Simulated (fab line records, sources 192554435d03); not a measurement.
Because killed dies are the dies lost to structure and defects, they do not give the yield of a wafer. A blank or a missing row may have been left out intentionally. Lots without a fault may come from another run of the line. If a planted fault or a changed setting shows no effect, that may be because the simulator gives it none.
fab line records    flow n5_finfet
record lots=5  wafers=13  last_day=17
route steps=1938 shown FIN_SAQP@90 BEOL_M4@1111 PASSIVATION@1936
lots with no fault: from the same line, run without faults
start_h: the number of hours between the record's first day and the start of the first shown wafer of the lot    wait_h: hours from the lot's prior step to this one    " as in the row above    L1.1+2: several wafers, shown together as one row    - either no value or no given start    * or withheld: withheld    < > ~ a bound
route shown NAME@n: NAME is a module with steps in the file, n the number in the route of the first one    usual: the fault-free wafers' mean and standard deviation    same: alike in all rows    chamber/n: place in a boat    sites: each site's reading    _std_site: their standard deviation    _edge_site: mean of outer sites minus mean of inner sites    radius_mm: for every site, how far away it sits from the centre of the wafer    mask NAME#n: copy n    behind: the tool/chamber that last shaped the wafer    hold: the reason the lot was held/the length of the hold in hours/how it ended    device: names the non-switching transistor (n, p or np)    end of line: tests run on the same wafers once the route is complete    for a step that has no rows: nothing shown but its recipe    killed: not the wafer's yield, but the dies lost to structure and defects at the first sort    map: shows each die of a wafer: x if killed, . if not, _ if none is there
set.NAME: the setting as run; set.NAME@STEP: as run at that earlier step    model.NAME: the simulator's own value behind a step, which no gauge read
a table for each step, a row for each wafer; lots at some steps of the route
services: the hour from which a tool's chamber was out of use, counted from the record's first day as start_h (under 0 if before that day), plus the number of hours and why
## steps
# step N5_FIN_SAQP_PRECLEAN_42
# recipe chemistry=O3/DIW  time_s=60  temp_c=22  o3_ppm=10
# step N5_FIN_SAQP_PRECLEAN_00
# recipe chemistry=SC1  time_s=60  temp_c=55  mix=1:2:50
# step N5_FIN_SAQP_PRECLEAN_44
# recipe chemistry=SC2  time_s=45  temp_c=35  mix=1:1:50
# step N5_FIN_SAQP_SRD_01
# recipe dry=ipa_marangoni  time_s=30  temp_c=23  rinse_liquid=diw
# step N5_FIN_SAQP_ALD_61
# recipe material=SiO2  target_thk_a=40  temp_c=300  ald_precursor_family=BDEAS  ald_co_reactant=O2-plasma  pulse_time_s=1  purge_time_s=2  co_reactant_purge_time_s=2  ald_cycles=43  pressure_torr=2
# step N5_FIN_SAQP_DENSIFY_62
# recipe temp_c=700  time_s=60  ambient=N2  idle_temp_c=600  ramp_up_c_per_s=150  ramp_down_c_per_s=60  cool_to_c=600
# step N5_FIN_SAQP_HM_DEP_03
# recipe material=SiNx  target_thk_a=380  temp_c=400  precursor=SiH4/NH3/N2  pressure_torr=1.5  rf_w=300  time_s=33.6
# step N5_FIN_SAQP_PECVD_47
# recipe material=a-Si  target_thk_a=450  temp_c=400  precursor=SiH4/He  pressure_torr=3  rf_w=100  time_s=36.3
# step N5_FIN_SAQP_PECVD_48
# recipe material=SiNx  target_thk_a=250  temp_c=400  precursor=SiH4/NH3/N2  pressure_torr=1.5  rf_w=300  time_s=22.1
# step N5_FIN_SAQP_PECVD_06
# recipe material=a-Si  target_thk_a=600  temp_c=400  precursor=SiH4/He  pressure_torr=3  rf_w=100  time_s=48.1
# usual heater_power_w=788/78  showerhead_plenum_p_Torr=5.67/0.079  throttle_valve_pct=18.4/1.8
lot.wafer  tool      chamber  start_h  wait_h  heater_power_w  showerhead_plenum_p_Torr  throttle_valve_pct  model.a-Si_of_FIN_SAQP_PECVD_06.thk_nm
L494.2     pecvd-02  1        49.44    0.0     743             5.76                      20.7                59.49
L494.3     "         0        "        "       816             5.68                      17.0                61.41
L494.4     "         1        "        "       725             5.78                      20.8                60.57
L503.3     pecvd-02  1        100.89   0.0     773             5.78                      20.6                97.79
L503.4     "         0        "        "       792             5.67                      16.8                100.3
L504.1     pecvd-02  2        105.11   0.0     869             5.60                      17.0                58.98
L504.2     "         1        "        "       645             5.77                      20.7                58.78
L504.3     "         0        "        "       720             5.67                      16.7                98.53
L506.2     pecvd-02  1        117.09   0.0     686             5.78                      20.9                59.79
L506.3     "         2        "        "       847             5.60                      16.7                99.23
L512.1     pecvd-03  0        152.84   0.0     694             5.74                      20.8                59.66
L512.3     "         2        "        "       805             5.62                      16.8                60.49
L512.6     "         1        "        "       831             5.58                      16.6                59.89
# step N5_FIN_SAQP_THK_MEAS_07
# usual thk_nm=59.9/0.8
lot.wafer  tool           chamber  start_h  wait_h  thk_nm
L494.2     film_metro-02  -        49.56    0.1     59.5
L494.3     "              -        "        "       61.4
L494.4     "              -        "        "       60.6
L503.3     film_metro-01  -        100.98   0.1     97.8
L503.4     "              -        "        "       100.3
L504.1     film_metro-02  -        105.21   0.1     59.0
L504.2     "              -        "        "       58.8
L504.3     "              -        "        "       98.6
L506.2     film_metro-01  -        117.18   0.1     59.8
L506.3     "              -        "        "       99.3
L512.1     film_metro-01  -        152.93   0.1     59.7
L512.3     "              -        "        "       60.4
L512.6     "              -        "        "       59.9
# step N5_FIN_SAQP_HM_DEP_72
# recipe material=SiO2  target_thk_a=120  temp_c=400  precursor=SiH4/N2O  pressure_torr=0.75  rf_w=275  time_s=7.2
# step N5_FIN_SAQP_COAT_49
# recipe resist=SOC  temp_c=250  time_s=60  spin_rpm=1500  resist_thk_nm=100
# step N5_FIN_SAQP_COAT_50
# recipe resist=SiARC  temp_c=220  time_s=60  spin_rpm=1500  resist_thk_nm=35
# step N5_FIN_SAQP_COAT_10
# recipe resist=CAR-ArF  spin_rpm=1500  resist_thk_nm=90
# step N5_FIN_SAQP_EBR_12
# recipe solvent=PGMEA  ebr_width_mm=1.5
# step N5_FIN_SAQP_SOFTBAKE_11
# recipe temp_c=110  time_s=60  resist=CAR-ArF
# step N5_FIN_SAQP_EXPOSE_13
# recipe mask_id=FIN_CORE  na=1.35  source_shape=dipole  sigma_inner=0.538  sigma_outer=0.738  polarization=te  target_cd_nm=35.6  dose_mj=63.25
# step N5_FIN_SAQP_PEB_14
# recipe peb_temp_c=withheld  peb_time_s=60  resist=CAR-ArF
# step N5_FIN_SAQP_DEVELOP_15
# recipe develop_time_s=30  developer=TMAH  resist=CAR-ArF  dev_temp_c=23  rinse_liquid=diw  dry=air_spin
# step N5_FIN_SAQP_DESCUM_21
# recipe chemistry=O2  time_s=7.9  source_power_w=50  bias_power_w=20  pressure_mtorr=20  rf_frequency_hz=2.712e+07  temp_c=40  resist=CAR-ArF  o2_flow_sccm=225
# step N5_FIN_SAQP_ETCH_51
# recipe chemistry=CF4  target=SiARC  target_depth_a=455  mask_material=CAR-ArF  time_s=75.8  ion_energy_ev=80  pressure_mtorr=40  source_w=545  bias_w=36  Ar_flow_sccm=100  cf4_flow_sccm=100  ends=cleared
# step N5_FIN_SAQP_ETCH_52
# recipe chemistry=N2/H2  target=SOC  target_depth_a=1000  overetch_a=200  mask_material=SiARC  temp_c=40  time_s=150  ion_energy_ev=200  pressure_mtorr=30  source_w=840  bias_w=150  n2_flow_sccm=200  h2_flow_sccm=200  ends=end_point
# step N5_FIN_SAQP_STRIP_53
# recipe chemistry=N2/H2  temp_c=40  n2_flow_sccm=200  h2_flow_sccm=200  rf_frequency_hz=6e+07
# step N5_FIN_SAQP_HM_OPEN_73
# recipe chemistry=CHF3/O2  target=SiO2  stop_on=a-Si  target_depth_a=120  over_etch_frac=1.8  mask_material=SOC  time_s=16.8  pressure_mtorr=30  source_w=650  bias_w=170  Ar_flow_sccm=200  CHF3_flow_sccm=50  O2_flow_sccm=5  ion_energy_ev=200  ends=end_point
# step N5_FIN_SAQP_STRIP_74
# recipe chemistry=CHF3/O2  resist=SiARC  rf_frequency_hz=6e+07
# step N5_FIN_SAQP_MANDREL_ETCH_22
# recipe target_depth_a=600  chemistry=HBr/Cl2  target=a-Si  stop_on=SiNx  bt_time_s=10  over_etch_frac=0.5  time_s=30  pressure_mtorr=10  icp_w=800  bias_w=75  HBr_flow_sccm=150  Cl2_flow_sccm=80  ends=end_point
# usual HBr_flow_sccm=150.0/0.45  drypump_motor_current_A=5.8/0.39  oes_product_au=0.766/0.013  throttle_valve_pct=35.2/0.39
lot.wafer  tool       chamber  start_h  wait_h  HBr_flow_sccm  drypump_motor_current_A  oes_product_au  rf_hours_counter_h  throttle_valve_pct  model.etch.depth_nm
L494.2     rie_si-02  1        50.42    0.0     150.3          6.0                      0.752           145                 35.0                59.49
L494.3     "          2        "        "       149.9          5.5                      0.782           50                  35.6                61.41
L494.4     "          3        "        "       150.6          5.6                      0.771           96                  35.0                60.57
L503.3     rie_si-02  3        101.84   0.0     150.2          5.6                      0.972           97                  34.6                87.47
L503.4     "          2        "        "       150.0          5.4                      0.993           50                  35.1                89.62
L504.1     rie_si-03  3        106.01   0.0     149.9          5.2                      0.764           82                  35.6                58.98
L504.2     "          1        "        "       149.8          6.4                      0.787           11                  35.0                58.78
L504.3     "          2        "        "       150.1          5.6                      0.995           129                 34.2                91.15
L506.2     rie_si-02  0        118.04   0.0     149.7          6.2                      0.754           102                 35.0                59.79
L506.3     "          2        "        "       149.5          5.5                      0.989           51                  35.1                90.28
L512.1     rie_si-05  3        153.98   0.0     150.1          6.1                      0.763           17                  35.5                59.65
L512.3     "          0        "        "       149.7          6.0                      0.787           88                  35.8                60.49
L512.6     "          3        "        "       150.1          6.1                      0.758           -                   35.5                59.89
# step N5_FIN_SAQP_STRIP_55
# recipe chemistry=N2/H2  power_w=500  temp_c=40  pressure_mtorr=50  rf_frequency_hz=6e+07  overash_fraction=0.3  bias_power_w=28  h2_frac=0.5  n2_flow_sccm=300  h2_flow_sccm=300
# step N5_FIN_SAQP_STRIP_23
# recipe chemistry=SPM  time_s=750  temp_c=130  h2so4_h2o2_vol_ratio=4
# step N5_FIN_SAQP_SRD_66
# recipe dry=ipa_marangoni  time_s=30  temp_c=23  rinse_liquid=diw
# step N5_FIN_SAQP_RECESS_75
# recipe chemistry=HF/NH3  target=SiO2  target_depth_a=144  afs_cycles=3  temp_c=30  sublimation_temp_c=180  sublimation_time_s=60
# step N5_FIN_SAQP_SPACER1_ALD_24
# recipe material=SiO2  target_thk_a=203  temp_c=300  ald_precursor_family=BDEAS  ald_co_reactant=O2-plasma  pulse_time_s=1  purge_time_s=2  co_reactant_purge_time_s=2  ald_cycles=218  pressure_torr=2
# step N5_FIN_SAQP_SPACER1_ETCHBACK_25
# recipe chemistry=CHF3/O2  mode=anisotropic_etchback  target=SiO2  target_depth_a=244  time_s=12.2  pressure_mtorr=30  source_w=650  bias_w=170  Ar_flow_sccm=200  CHF3_flow_sccm=50  O2_flow_sccm=5  ion_energy_ev=200
# usual drypump_motor_current_A=5.6/0.39  oes_product_au=0.78/0.086  rf_vpp_V=519/17  showerhead_plenum_p_Torr=2.40/0.059  throttle_valve_pct=18.93/0.19
lot.wafer  tool         chamber  start_h  wait_h  drypump_motor_current_A  oes_product_au  rf_hours_counter_h  rf_vpp_V  showerhead_plenum_p_Torr  throttle_valve_pct  model.a-Si_of_FIN_SAQP_PECVD_06.thk_nm
L494.2     rie_diel-02  1        52.42    0.4     5.7                      0.73            158                 510       2.30                      18.62               58.6
L494.3     "            0        "        "       5.9                      0.74            186                 539       2.50                      18.80               60.6
L494.4     "            2        "        "       4.8                      0.79            137                 516       2.48                      18.63               59.6
L503.3     rie_diel-02  1        103.36   0.4     5.7                      0.28            175                 509       2.29                      18.54               96.8
L503.4     "            2        "        "       4.8                      0.29            154                 517       2.47                      18.55               99.4
L504.1     rie_diel-02  1        107.53   0.4     5.6                      0.73            176                 508       2.29                      18.67               58
L504.2     "            2        "        "       4.8                      0.77            155                 515       2.47                      18.68               57.8
L504.3     "            3        "        "       5.2                      0.34            24                  527       2.37                      18.87               97.4
L506.2     rie_diel-04  1        119.58   0.4     5.1                      0.78            130                 512       2.34                      19.26               58.8
L506.3     "            0        "        "       6.1                      0.28            192                 509       2.49                      18.78               98.4
L512.1     rie_diel-04  2        155.78   0.4     6.0                      0.71            200                 500       2.39                      18.90               58.8
L512.3     "            0        "        "       6.1                      0.72            204                 510       2.48                      18.92               59.6
L512.6     "            1        "        "       5.1                      0.76            -                   512       2.33                      19.28               59
# step N5_FIN_SAQP_MANDREL1_REMOVE_56
# recipe chemistry=HBr/Cl2/O2  bt_time_s=10  target=a-Si  stop_on=SiNx  endpoint=OES-SiCl  over_etch_frac=1  icp_w=600  bias_w=22  HBr_flow_sccm=150  Cl2_flow_sccm=80  O2_flow_sccm=5  pressure_mtorr=10
# step N5_FIN_SAQP_ETCH_57
# recipe chemistry=CH3F/O2  target=SiNx  mask_material=SiO2  target_depth_a=325  time_s=46.4  pressure_mtorr=30  source_w=395  bias_w=73  Ar_flow_sccm=150  CH3F_flow_sccm=30  O2_flow_sccm=20  ion_energy_ev=120  ends=cleared
# step N5_FIN_SAQP_INSPECT_40
# recipe inspect_instrument=brightfield  mode=aei
# usual raw_defect_count=248/78
lot.wafer  tool               chamber  start_h  wait_h  raw_defect_count
L494.2     defect_inspect-01  -        54.97    0.0     249
L494.3     "                  -        "        "       143
L494.4     "                  -        "        "       146
L503.3     defect_inspect-01  -        105.70   0.0     2069
L503.4     "                  -        "        "       1865
L504.1     defect_inspect-01  -        109.98   0.0     379
L504.2     "                  -        "        "       245
L504.3     "                  -        "        "       1869
L506.2     defect_inspect-01  -        122.07   0.0     209
L506.3     "                  -        "        "       1875
L512.1     defect_inspect-01  -        158.11   0.0     171
L512.3     "                  -        "        "       131
L512.6     "                  -        "        "       113
# step N5_BEOL_M4_RC_MEAS_101
# usual DIBL_N=37.3/2.3  DIBL_P=37.4/2.9  IOFF_N=0.18/0.045  IOFF_P=0.25/0.054  ION_N=679/15  ION_P=468/9.7  SS_N=71.8/0.62  SS_P=73.6/0.76  VT_N=248/4.1  VT_P=-248/3.6
lot.wafer  tool       chamber  start_h  wait_h  DIBL_N[mV/V]  DIBL_P[mV/V]  IOFF_N[nA/um]  IOFF_P[nA/um]  ION_N[uA/um]  ION_P[uA/um]  SS_N[mV/dec]  SS_P[mV/dec]  VT_N[mV]  VT_P[mV]
L494.2     prober-01  0        190.15   0.6     37.4          36.9          0.18           0.26           673           460           71.5          74.1          250       -245
L494.3     "          0        "        "       37.9          38.1          0.18           0.26           693           475           72.0          73.6          251       -247
L494.4     "          0        "        "       37.2          37.3          0.18           0.26           678           466           71.5          73.5          251       -244
L504.1     prober-01  0        241.89   0.0     39.3          41.0          0.21           0.29           693           479           72.9          74.2          247       -246
L504.2     "          0        "        "       39.4          41.4          0.20           0.29           695           476           72.3          74.6          247       -247
L506.2     prober-02  0        268.80   0.2     33.8          35.0          0.13           0.21           653           451           71.4          72.4          254       -249
L512.1     prober-01  0        300.52   0.0     35.7          35.9          0.15           0.20           665           462           71.9          72.8          253       -251
L512.3     "          0        "        "       38.5          39.3          0.19           0.26           687           470           72.2          74.0          247       -245
L512.6     "          0        "        "       37.6          38.3          0.18           0.24           690           468           72.0          74.0          247       -249
# step N5_PASSIVATION_PROBE_49
# usual defect_limited_yield=91.3/1.5  killed_at_M0_to_M3=35/8.7  killed_at_M4_up=14/5.5  killed_at_contacts=11/5.6  killed_at_front_end=39/13  killed_at_other=3.7/2.2  killed_dies=103/18  killed_on_rim=14/4.4  killed_open=69/14  killed_short=33/7.8  sort_bin_5_function=5.1/0.99  sort_bin_6_memory=3.3/0.67  sort_n_pass=1077/18  sort_yield_pct=91.2/1.5
# same gross_dies=1180  killed_at_back_side=0  sort_bin_4_leakage[%]=0  sort_bin_8_speed[%]=0
lot.wafer  tool       chamber  start_h  wait_h  defect_limited_yield[%]  killed_at_M0_to_M3  killed_at_M4_up  killed_at_contacts  killed_at_front_end  killed_at_other  killed_dies  killed_on_rim  killed_open  killed_short  sort_bin_5_function[%]  sort_bin_6_memory[%]  sort_n_pass  sort_yield_pct[%]
L494.2     prober-02  -        293.46   0.1     91.9                     47                  13               5                   28                   2                95           8              60           35            5.1                     2.8                   1085         91.9
L494.3     prober-02  -        293.51   0.1     93.1                     29                  20               5                   27                   0                81           10             57           24            3.6                     3.2                   1099         93.1
L494.4     prober-02  -        293.56   0.2     95.0                     22                  11               6                   15                   5                59           5              38           21            2.0                     2.9                   1121         95.0
L504.3     prober-02  -        350.88   0.1     0.1                      47                  10               7                   1114                 1                1179         152            91           40            95.0                    4.3                   1            0.1
L503.3     prober-02  -        359.68   0.1     0                        36                  12               16                  1115                 1                1180         152            65           41            95.7                    4.0                   0            0
L503.4     prober-02  -        359.73   0.2     0                        48                  28               14                  1086                 4                1180         152            84           40            95.6                    4.3                   0            0
L506.2     prober-01  -        377.66   0.1     89.9                     42                  22               14                  37                   4                119          16             75           44            5.6                     4.2                   1061         89.9
L506.3     prober-01  -        377.71   0.1     0                        32                  12               10                  1125                 1                1180         152            64           28            96.4                    3.3                   0            0
# killed by level:class
L494.2 BEOL_M0_SAQP:geometric_particle:open=19 BEOL_M0_SAQP:geometric_particle:short=17 BEOL_M4:geometric_particle:open=6 FIN_SAQP:geometric_particle:open=5 BEOL_M1:geometric_particle:open=5 STARTING-WAFER:geometric_particle:open=5 FIN_SAQP:geometric_particle:short=4 BEOL_M6:geometric_particle:open=3
L494.3 BEOL_M0_SAQP:geometric_particle:short=9 BEOL_M2:geometric_particle:open=8 BEOL_M4:geometric_particle:open=8 BEOL_M3:geometric_particle:open=7 STI_FIN_REVEAL:geometric_particle:open=6 MOL_CONTACT_COAG:geometric_particle:open=5 GATE_CUT:geometric_particle:open=5 BEOL_M5:geometric_particle:open=5
L494.4 BEOL_M0_SAQP:geometric_particle:short=9 MOL_CONTACT_COAG:geometric_particle:open=6 BEOL_M0_SAQP:geometric_particle:open=6 BEOL_M4:geometric_particle:open=5 PASS1_CAP:geometric_particle:open=5 FIN_SAQP:geometric_particle:open=3 GATE_CUT:geometric_particle:short=3 BEOL_M2:geometric_particle:open=2
L504.3 FIN_SAQP:area_etch=1046 BEOL_M2:geometric_particle:open=13 BEOL_M0_SAQP:geometric_particle:open=13 FIN_SAQP:geometric_particle:open=12 BEOL_M0_SAQP:geometric_particle:short=11 ILD0:geometric_particle:short=9 FIN_SAQP:geometric_particle:short=8 STI_FIN_REVEAL:geometric_particle:open=8
L503.3 FIN_SAQP:area_etch=1074 FIN_SAQP:geometric_particle:short=12 MOL_CONTACT_COAG:geometric_particle:open=12 FIN_SAQP:geometric_particle:open=11 BEOL_M0_SAQP:geometric_particle:short=11 BEOL_M0_SAQP:geometric_particle:open=9 BEOL_M3:geometric_particle:open=7 BEOL_M4:geometric_particle:open=6
L503.4 FIN_SAQP:area_etch=1056 BEOL_M4:geometric_particle:open=18 MOL_CONTACT_COAG:geometric_particle:open=14 BEOL_M3:geometric_particle:open=9 BEOL_M0_SAQP:geometric_particle:open=8 BEOL_M0_SAQP:geometric_particle:short=8 FIN_SAQP:geometric_particle:short=7 FIN_SAQP:geometric_particle:open=7
L506.2 BEOL_M0_SAQP:geometric_particle:short=20 MOL_CONTACT_COAG:geometric_particle:open=10 BEOL_M0_SAQP:geometric_particle:open=9 BEOL_M1:geometric_particle:open=7 BEOL_M4:geometric_particle:open=7 SPACER0:geometric_particle:open=6 BEOL_M5:geometric_particle:open=5 BEOL_M7:geometric_particle:open=5
L506.3 FIN_SAQP:area_etch=1088 BEOL_M0_SAQP:geometric_particle:open=12 MOL_CONTACT_COAG:geometric_particle:open=10 BEOL_M0_SAQP:geometric_particle:short=7 GATE_CUT:geometric_particle:open=6 DUMMY_GATE:geometric_particle:open=5 BEOL_M1:geometric_particle:open=5 STI_FIN_REVEAL:geometric_particle:open=3
# map L503.3 (x killed, . not)
_________________xxxxxxxxxxxx________________
______________xxxxxxxxxxxxxxxxxx_____________
___________xxxxxxxxxxxxxxxxxxxxxxxx__________
__________xxxxxxxxxxxxxxxxxxxxxxxxxx_________
________xxxxxxxxxxxxxxxxxxxxxxxxxxxxxx_______
_______xxxxxxxxxxxxxxxxxxxxxxxxxxxxxxxx______
______xxxxxxxxxxxxxxxxxxxxxxxxxxxxxxxxxx_____
_____xxxxxxxxxxxxxxxxxxxxxxxxxxxxxxxxxxxx____
____xxxxxxxxxxxxxxxxxxxxxxxxxxxxxxxxxxxxxx___
___xxxxxxxxxxxxxxxxxxxxxxxxxxxxxxxxxxxxxxxx__
___xxxxxxxxxxxxxxxxxxxxxxxxxxxxxxxxxxxxxxxx__
__xxxxxxxxxxxxxxxxxxxxxxxxxxxxxxxxxxxxxxxxxx_
__xxxxxxxxxxxxxxxxxxxxxxxxxxxxxxxxxxxxxxxxxx_
_xxxxxxxxxxxxxxxxxxxxxxxxxxxxxxxxxxxxxxxxxxxx
_xxxxxxxxxxxxxxxxxxxxxxxxxxxxxxxxxxxxxxxxxxxx
_xxxxxxxxxxxxxxxxxxxxxxxxxxxxxxxxxxxxxxxxxxxx
_xxxxxxxxxxxxxxxxxxxxxxxxxxxxxxxxxxxxxxxxxxxx
_xxxxxxxxxxxxxxxxxxxxxxxxxxxxxxxxxxxxxxxxxxxx
_xxxxxxxxxxxxxxxxxxxxxxxxxxxxxxxxxxxxxxxxxxxx
_xxxxxxxxxxxxxxxxxxxxxxxxxxxxxxxxxxxxxxxxxxxx
_xxxxxxxxxxxxxxxxxxxxxxxxxxxxxxxxxxxxxxxxxxxx
__xxxxxxxxxxxxxxxxxxxxxxxxxxxxxxxxxxxxxxxxxx_
__xxxxxxxxxxxxxxxxxxxxxxxxxxxxxxxxxxxxxxxxxx_
___xxxxxxxxxxxxxxxxxxxxxxxxxxxxxxxxxxxxxxxx__
___xxxxxxxxxxxxxxxxxxxxxxxxxxxxxxxxxxxxxxxx__
____xxxxxxxxxxxxxxxxxxxxxxxxxxxxxxxxxxxxxx___
_____xxxxxxxxxxxxxxxxxxxxxxxxxxxxxxxxxxxx____
______xxxxxxxxxxxxxxxxxxxxxxxxxxxxxxxxxx_____
_______xxxxxxxxxxxxxxxxxxxxxxxxxxxxxxxx______
________xxxxxxxxxxxxxxxxxxxxxxxxxxxxxx_______
__________xxxxxxxxxxxxxxxxxxxxxxxxxx_________
___________xxxxxxxxxxxxxxxxxxxxxxxx__________
______________xxxxxxxxxxxxxxxxxx_____________
_________________xxxxxxxxxxxx________________
# map L504.3 (x killed, . not)
_________________xxxxxxxxxxxx________________
______________xxxxxxxxxxx.xxxxxx_____________
___________xxxxxxxxxxxxxxxxxxxxxxxx__________
__________xxxxxxxxxxxxxxxxxxxxxxxxxx_________
________xxxxxxxxxxxxxxxxxxxxxxxxxxxxxx_______
_______xxxxxxxxxxxxxxxxxxxxxxxxxxxxxxxx______
______xxxxxxxxxxxxxxxxxxxxxxxxxxxxxxxxxx_____
_____xxxxxxxxxxxxxxxxxxxxxxxxxxxxxxxxxxxx____
____xxxxxxxxxxxxxxxxxxxxxxxxxxxxxxxxxxxxxx___
___xxxxxxxxxxxxxxxxxxxxxxxxxxxxxxxxxxxxxxxx__
___xxxxxxxxxxxxxxxxxxxxxxxxxxxxxxxxxxxxxxxx__
__xxxxxxxxxxxxxxxxxxxxxxxxxxxxxxxxxxxxxxxxxx_
__xxxxxxxxxxxxxxxxxxxxxxxxxxxxxxxxxxxxxxxxxx_
_xxxxxxxxxxxxxxxxxxxxxxxxxxxxxxxxxxxxxxxxxxxx
_xxxxxxxxxxxxxxxxxxxxxxxxxxxxxxxxxxxxxxxxxxxx
_xxxxxxxxxxxxxxxxxxxxxxxxxxxxxxxxxxxxxxxxxxxx
_xxxxxxxxxxxxxxxxxxxxxxxxxxxxxxxxxxxxxxxxxxxx
_xxxxxxxxxxxxxxxxxxxxxxxxxxxxxxxxxxxxxxxxxxxx
_xxxxxxxxxxxxxxxxxxxxxxxxxxxxxxxxxxxxxxxxxxxx
_xxxxxxxxxxxxxxxxxxxxxxxxxxxxxxxxxxxxxxxxxxxx
_xxxxxxxxxxxxxxxxxxxxxxxxxxxxxxxxxxxxxxxxxxxx
__xxxxxxxxxxxxxxxxxxxxxxxxxxxxxxxxxxxxxxxxxx_
__xxxxxxxxxxxxxxxxxxxxxxxxxxxxxxxxxxxxxxxxxx_
___xxxxxxxxxxxxxxxxxxxxxxxxxxxxxxxxxxxxxxxx__
___xxxxxxxxxxxxxxxxxxxxxxxxxxxxxxxxxxxxxxxx__
____xxxxxxxxxxxxxxxxxxxxxxxxxxxxxxxxxxxxxx___
_____xxxxxxxxxxxxxxxxxxxxxxxxxxxxxxxxxxxx____
______xxxxxxxxxxxxxxxxxxxxxxxxxxxxxxxxxx_____
_______xxxxxxxxxxxxxxxxxxxxxxxxxxxxxxxx______
________xxxxxxxxxxxxxxxxxxxxxxxxxxxxxx_______
__________xxxxxxxxxxxxxxxxxxxxxxxxxx_________
___________xxxxxxxxxxxxxxxxxxxxxxxx__________
______________xxxxxxxxxxxxxxxxxx_____________
_________________xxxxxxxxxxxx________________
## services
tool         chamber  start_h  hours  kind
rie_diel-02  1        26.35    15.7   repair
rie_si-02    1        26.71    5.8    repair
pecvd-02     -        27.67    5.5    pm
rie_diel-04  0        29.17    9.4    repair
pecvd-02     2        58.41    3.5    repair
rie_diel-02  2        60.12    4.3    repair
rie_diel-04  3        69.58    3.5    repair
rie_diel-02  1        71.49    3.0    repair
pecvd-02     0        74.20    2.1    scheduled_down
rie_si-03    1        77.27    4.5    repair
pecvd-03     2        86.92    2.1    scheduled_down
pecvd-02     -        88.15    6.0    pm
pecvd-03     2        116.78   12.4   repair
rie_si-03    3        118.07   9.2    repair
rie_si-02    0        123.21   20.2   repair
rie_si-02    1        123.39   32.4   repair
rie_si-05    2        145.28   15.9   repair
rie_si-03    3        152.62   1.6    repair
## key
first_sign step=N5_FIN_SAQP_THK_MEAS_07  reading=thk_nm  direction=up  sigmas=49  usual=*  struck=*
effect step=N5_FIN_SAQP_MANDREL_ETCH_22  reading=oes_product_au  direction=up  sigmas=17  usual=0.766  struck=0.987
effect step=N5_FIN_SAQP_SPACER1_ETCHBACK_25  reading=oes_product_au  direction=down  sigmas=5.6  usual=0.78  struck=0.29
effect step=N5_FIN_SAQP_INSPECT_40  reading=raw_defect_count  direction=up  sigmas=21  usual=248  struck=1920
effect step=N5_PASSIVATION_PROBE_49  reading=sort_bin_5_function  direction=up  sigmas=92  usual=5.1  struck=95.7
model_effect step=N5_FIN_SAQP_PECVD_06  value=a-Si_of_FIN_SAQP_PECVD_06.thk_nm  without=59.9  struck=98.97
model_effect step=N5_FIN_SAQP_MANDREL_ETCH_22  value=etch.depth_nm  without=59.81  struck=89.63
model_effect step=N5_FIN_SAQP_SPACER1_ETCHBACK_25  value=a-Si_of_FIN_SAQP_PECVD_06.thk_nm  without=58.9  struck=98
more_kills_born_at N5_FIN_SAQP_MANDREL_ETCH_22@rie_si-02=3218  N5_FIN_SAQP_MANDREL_ETCH_22@rie_si-03=1046
met_at N5_FIN_SAQP_PECVD_06
struck_wafers L503.3,L503.4,L504.3,L506.3
later_rows_left_out L503.3,L503.4,L504.3,L506.3
onset_between 49.44 100.89
fault kind=process_parameter_drift  tool=pecvd-02  chamber=-  onset_h=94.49  steps=N5_FIN_SAQP_PECVD_06  channel=time_s  offset=*  shape=step  end_h=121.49  scope=struck_wafers_only  acts_in=*  stated=*
# later_rows_left_out: the simulator's readings of these wafers behind a module that went badly wrong aren't trusted and aren't shown, but for the sort
